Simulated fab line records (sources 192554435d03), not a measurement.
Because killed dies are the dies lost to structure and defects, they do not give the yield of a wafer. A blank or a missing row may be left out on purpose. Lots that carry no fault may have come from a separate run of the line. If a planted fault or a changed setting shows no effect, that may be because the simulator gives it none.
The tool behind it: which one?	flow n5_finfet	Sampling: 11 lots, 30 wafers, 4 of 1938 route steps

== WHAT EACH GAUGE READ, for each wafer ==
The record lacks any reading of a measuring or inspecting step that a usual standard deviation could be used to judge.

== EACH LOT AND THE TOOL THAT RAN IT (in order: tool; ch and the chambers of the sampled wafers; start) ==
lot	N5_BEOL_M10_ETCH_61	N5_BEOL_M10_STRIP_67	N5_BEOL_M10_VIA_ETCH_34	N5_BEOL_M10_PRE_CLEAN_45
L442	rie_diel-04 ch 1,2,3, day 10 15:54	rie_diel-04 ch 1,2,3, day 10 16:05	rie_diel-01 ch 0,1,2, day 10 19:39	pvd_sputter-03, day 10 20:32
L443	rie_diel-01 ch 0,1,3, day 11 03:38	rie_diel-01 ch 0,1,3, day 11 03:50	rie_diel-01 ch 0,3, day 11 07:06	pvd_sputter-03, day 11 09:52
L445	rie_diel-03 ch 0,2,3, day 11 09:14	rie_diel-03 ch 0,2,3, day 11 09:26	rie_diel-01 ch 0,2, day 11 11:15	pvd_sputter-03, day 11 13:19
L448	rie_diel-04 ch 0,1, day 11 21:31	rie_diel-04 ch 0,1, day 11 21:42	rie_diel-01 ch 1,2, day 12 00:46	pvd_sputter-03, day 12 02:07
L449	rie_diel-01 ch 1,3, day 12 14:27	rie_diel-01 ch 1,3, day 12 14:39	rie_diel-03 ch 0,1, day 12 18:01	pvd_sputter-03, day 12 19:28
L451	rie_diel-04 ch 0,1, day 12 23:09	rie_diel-04 ch 0,1, day 12 23:21	rie_diel-01 ch 1, day 13 00:50	pvd_sputter-02, day 13 02:00
L450	rie_diel-04 ch 1,2, day 12 23:44	rie_diel-04 ch 1,2, day 12 23:56	rie_diel-01 ch 2,3, day 13 01:19	pvd_sputter-03, day 13 03:20
L454	rie_diel-03 ch 1,3, day 14 00:03	rie_diel-03 ch 1,3, day 14 00:15	rie_diel-01 ch 1,3, day 14 01:18	pvd_sputter-03, day 14 04:05
L460	rie_diel-04 ch 1,2,3, day 15 03:55	rie_diel-04 ch 1,2,3, day 15 04:07	rie_diel-04 ch 1,2,3, day 15 05:18	pvd_sputter-01, day 15 06:50
L462	rie_diel-03 ch 2,3, day 15 15:47	rie_diel-03 ch 2,3, day 15 15:59	rie_diel-03 ch 1,2, day 15 17:05	pvd_sputter-02, day 15 18:18
L465	rie_diel-04 ch 2,3, day 16 08:03	rie_diel-04 ch 2,3, day 16 08:15	rie_diel-03 ch 1,2,3, day 16 09:55	pvd_sputter-03, day 16 11:05
- N5_BEOL_M10_ETCH_61: etches SiARC in CF4, target depth 39 nm, time 65 s.
- N5_BEOL_M10_STRIP_67: strips in CF4.
- N5_BEOL_M10_VIA_ETCH_34: etches SiCOH lowk in C4F6/O2, target depth 184.5 nm, time 69.2 s.
- N5_BEOL_M10_PRE_CLEAN_45: time 30 s.

== AS READ BY THE TOOLS THEMSELVES (means over the sampled wafers that have a number; for cases with no such wafer, the mark the record gives instead) ==
N5_BEOL_M10_ETCH_61. Usual: drypump_motor_current_A 5.8 A, standard deviation 0.31; etch_rf_on_time_s 64.8 s, standard deviation 1.1; oes_product_au 0.67 a.u., standard deviation 0.057; rf_vpp_V 183.9 V, standard deviation 1.3; showerhead_plenum_p_Torr 2.12 Torr, standard deviation 0.079; throttle_valve_pct 15.6 %, standard deviation 0.3.
lot	tool	drypump_motor_current_A (A)	etch_rf_on_time_s (s)	oes_product_au (a.u.)	rf_vpp_V (V)	showerhead_plenum_p_Torr (Torr)	throttle_valve_pct (%)	flag
L442	rie_diel-04	5.8	66.1	0.67	185.1	2.25	15.8	
L443	rie_diel-01	5.9	64.5	0.63	183.0	2.07	15.6	
L445	rie_diel-03	5.5	64.6	0.68	184.2	2.12	15.8	
L448	rie_diel-04	5.9	64.8	0.70	184.0	2.20	15.5	
L449	rie_diel-01	5.8	63.6	0.70	183.3	2.07	15.7	
L451	rie_diel-04	5.8	63.8	0.70	184.7	2.17	15.4	
L450	rie_diel-04	5.9	66.2	0.65	184.6	2.23	15.9	
L454	rie_diel-03	6.1	64.0	0.67	184.1	2.07	15.6	
L460	rie_diel-04	5.8	65.5	0.65	185.8	2.24	15.8	
L462	rie_diel-03	5.8	64.6	0.61	183.2	2.09	16.0	
L465	rie_diel-04	5.6	66.0	0.62	185.7	2.21	16.0	

N5_BEOL_M10_STRIP_67. Usual: drypump_motor_current_A 5.8 A, standard deviation 0.31; oes_product_au 0.79 a.u., standard deviation 0.065; rf_vpp_V 270.9 V, standard deviation 1.5; showerhead_plenum_p_Torr 1.78 Torr, standard deviation 0.062; throttle_valve_pct 13.6 %, standard deviation 0.31.
lot	tool	drypump_motor_current_A (A)	oes_product_au (a.u.)	rf_vpp_V (V)	showerhead_plenum_p_Torr (Torr)	throttle_valve_pct (%)	flag
L442	rie_diel-04	5.8	0.79	271.7	1.88	13.7	
L443	rie_diel-01	5.9	0.74	270.9	1.75	13.6	
L445	rie_diel-03	5.5	0.79	271.4	1.78	13.8	
L448	rie_diel-04	6.0	0.83	271.9	1.84	13.4	
L449	rie_diel-01	5.8	0.81	270.0	1.74	13.6	
L451	rie_diel-04	5.8	0.81	271.6	1.81	13.4	
L450	rie_diel-04	5.9	0.77	271.6	1.87	13.8	
L454	rie_diel-03	6.1	0.78	269.4	1.73	13.6	
L460	rie_diel-04	5.8	0.77	272.8	1.87	13.8	
L462	rie_diel-03	5.7	0.71	270.3	1.76	14.0	
L465	rie_diel-04	5.6	0.73	272.9	1.85	14.0	

N5_BEOL_M10_VIA_ETCH_34. Usual: value, then standard deviation, for each; drypump_motor_current_A 5.9 A / 0.33; oes_o_777_au 0.78 a.u. / 0.073; oes_product_au 0.78 a.u. / 0.078; rf_vpp_V 665 V / 6.4; run_length_s 92.2 s / 0.54; showerhead_plenum_p_Torr 2.81 Torr / 0.097; throttle_valve_pct 20.89 % / 0.3.
lot	tool	drypump_motor_current_A (A)	oes_o_777_au (a.u.)	oes_product_au (a.u.)	rf_vpp_V (V)	run_length_s (s)	showerhead_plenum_p_Torr (Torr)	throttle_valve_pct (%)	flag
L442	rie_diel-01	6.1	0.72	0.71	667	91.8	2.78	20.77	
L443	rie_diel-01	5.9	0.79	0.78	666	92.1	2.73	20.72	
L445	rie_diel-01	6.1	0.77	0.75	668	92.0	2.76	20.65	
L448	rie_diel-01	6.1	0.78	0.77	666	91.9	2.80	20.76	
L449	rie_diel-03	5.5	0.84	0.87	670	92.6	2.77	20.70	
L451	rie_diel-01	6.0	0.93	0.94	665	99.0	2.79	20.56	OFF
L450	rie_diel-01	6.0	0.72	0.71	664	98.8	2.77	21.00	OFF
L454	rie_diel-01	5.8	0.83	0.82	663	98.8	2.75	20.85	OFF
L460	rie_diel-04	5.8	0.74	0.76	673	91.9	2.98	21.18	
L462	rie_diel-03	5.8	0.77	0.75	663	92.9	2.87	21.08	
L465	rie_diel-03	5.9	0.75	0.75	659	92.5	2.80	21.06	

N5_BEOL_M10_PRE_CLEAN_45. Usual: heater_power_w at 336 W, with a standard deviation of 28.
lot	tool	heater_power_w (W)	flag
L442	pvd_sputter-03	336	
L443	pvd_sputter-03	345	
L445	pvd_sputter-03	356	
L448	pvd_sputter-03	340	
L449	pvd_sputter-03	352	
L451	pvd_sputter-02	312	
L450	pvd_sputter-03	340	
L454	pvd_sputter-03	339	
L460	pvd_sputter-01	330	
L462	pvd_sputter-02	300	
L465	pvd_sputter-03	347	

== THE ANSWER, worked out from the rows above alone ==
Rule: take the mean of a lot's wafers that have a number; if it is more than 3 standard deviations from the usual mean, the lot is off. A lot without any number at a reading at which 4 lots or more have one is off too. The other lots that the step has rows for count as sound. First the gauges in route order, then the tools' own readings, where a lot's mean is used as printed above. At the first step where some lot is off, the reading lying furthest off is the one used; lots without a number count as furthest.
Off, at N5_BEOL_M10_VIA_ETCH_34 on run_length_s: L451, L450, L454.
If a tool, at that step or one of the process steps before it, ran each lot that is off and ran no sound lot following the first of them, it fits. One candidate fits, namely rie_diel-01 at N5_BEOL_M10_VIA_ETCH_34. Its last sound lot is L448 (day 12 00:46), its first lot that is off L451 (day 13 00:50): a fault that began between those two fits.
The tool's own readings at N5_BEOL_M10_VIA_ETCH_34 bear it out: on the lots that are off they differ by more than 5 times the standard deviation of the sound lots' means. run_length_s reads 98.9 s there against 92.2 s on the sound lots.

== WHAT THE SIMULATOR HAD PUT IN ==
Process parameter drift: rie_diel-01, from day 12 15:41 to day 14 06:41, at N5_BEOL_M10_VIA_ETCH_34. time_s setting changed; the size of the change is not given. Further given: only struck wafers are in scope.
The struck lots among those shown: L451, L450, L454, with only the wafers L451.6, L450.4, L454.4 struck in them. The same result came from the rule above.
